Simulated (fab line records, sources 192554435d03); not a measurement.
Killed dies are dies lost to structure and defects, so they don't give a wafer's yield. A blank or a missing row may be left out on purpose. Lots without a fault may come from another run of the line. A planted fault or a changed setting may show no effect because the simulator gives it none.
One fault seen from 2 desks | flow n5_finfet | each desk has only its own numbers; what lay behind them comes last

THE TOOL OWNER'S DESK: rie_diel-02
The tool's own readings at N5_BEOL_M6_ETCH_72 (etches underlayer in N2/H2, target depth 6.5 nm, time 5.2 s): means of the sampled wafers that have a number, for each lot that ran on this tool. A lot is out of limits, marked OUT, if its mean lies more than 4 standard deviations from the usual mean; the brackets give that distance.
Columns: A = chamber_pressure_mTorr at N5_BEOL_M6_ETCH_72, usual 30.01 mTorr; B = drypump_motor_current_A at N5_BEOL_M6_ETCH_72, usual 5.7 A; C = etch_rf_on_time_s at N5_BEOL_M6_ETCH_72, usual 5.12 s; D = oes_product_au at N5_BEOL_M6_ETCH_72, usual 0.71 a.u.; E = rf_vpp_V at N5_BEOL_M6_ETCH_72, usual 523.3 V; F = showerhead_plenum_p_Torr at N5_BEOL_M6_ETCH_72, usual 2.53 Torr; G = throttle_valve_pct at N5_BEOL_M6_ETCH_72, usual 17.73 %
lot  | first seen here | A     | B   | C               | D    | E     | F    | G
L319 | day 11 11:40    | 29.98 | 5.6 | 5.04            | 0.64 | 524.5 | 2.58 | 17.73
L323 | day 12 13:55    | 30.01 | 5.7 | 5.11            | 0.60 | 526.7 | 2.62 | 17.73
L321 | day 12 16:14    | 30.00 | 5.6 | 4.49 (-9.7) OUT | 0.71 | 525.7 | 2.57 | 17.75
L327 | day 13 17:21    | 30.04 | 5.6 | 3.89 (-19) OUT  | 0.81 | 524.2 | 2.52 | 17.78
This desk's finding: out of limits on L321, L327; first on L321, day 12 16:14 (etch_rf_on_time_s at N5_BEOL_M6_ETCH_72). In limits: L319, L323.

THE METROLOGY DESK
What the gauges read, lot by lot, whatever tool the lot ran on: means of the sampled wafers that have a number. A lot is out of limits, marked OUT, if its mean lies more than 4 standard deviations from the usual mean; the brackets give that distance.
Columns: A = V5_OVL at N5_BEOL_M6_OVL_MEAS_29, usual -0.3 nm
lot  | first seen here | A
L311 | day 8 22:15     | 0.1
L313 | day 9 14:14     | -0.2
L317 | day 10 13:47    | -0.6
L319 | day 11 11:30    | -0.1
L323 | day 12 13:47    | 0.5
L321 | day 12 16:07    | 0.2
L322 | day 12 16:34    | 0.1
L327 | day 13 17:13    | -1.4
L331 | day 14 04:57    | -0.6
L332 | day 15 00:51    | -0.3
This desk's finding: nothing out of limits on any of the 10 lots.

PUT TOGETHER
The tool owner's desk could have raised an alarm at day 12 16:14, on L321, L327.
The metrology desk saw nothing out of limits.
The metrology desk has L321, L327 on record, within its limits.
Of the lots named, all ran N5_BEOL_M6_ETCH_72 on rie_diel-02.

WHAT THE SIMULATOR HAD PUT IN
Process parameter drift: rie_diel-02, from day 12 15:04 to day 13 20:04, at N5_BEOL_M6_ETCH_72. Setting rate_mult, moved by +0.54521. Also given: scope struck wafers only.
Lots struck among those shown: L321, L327.
Hours from the fault's start to each desk's first reading out of limits: the tool owner's desk, 1.
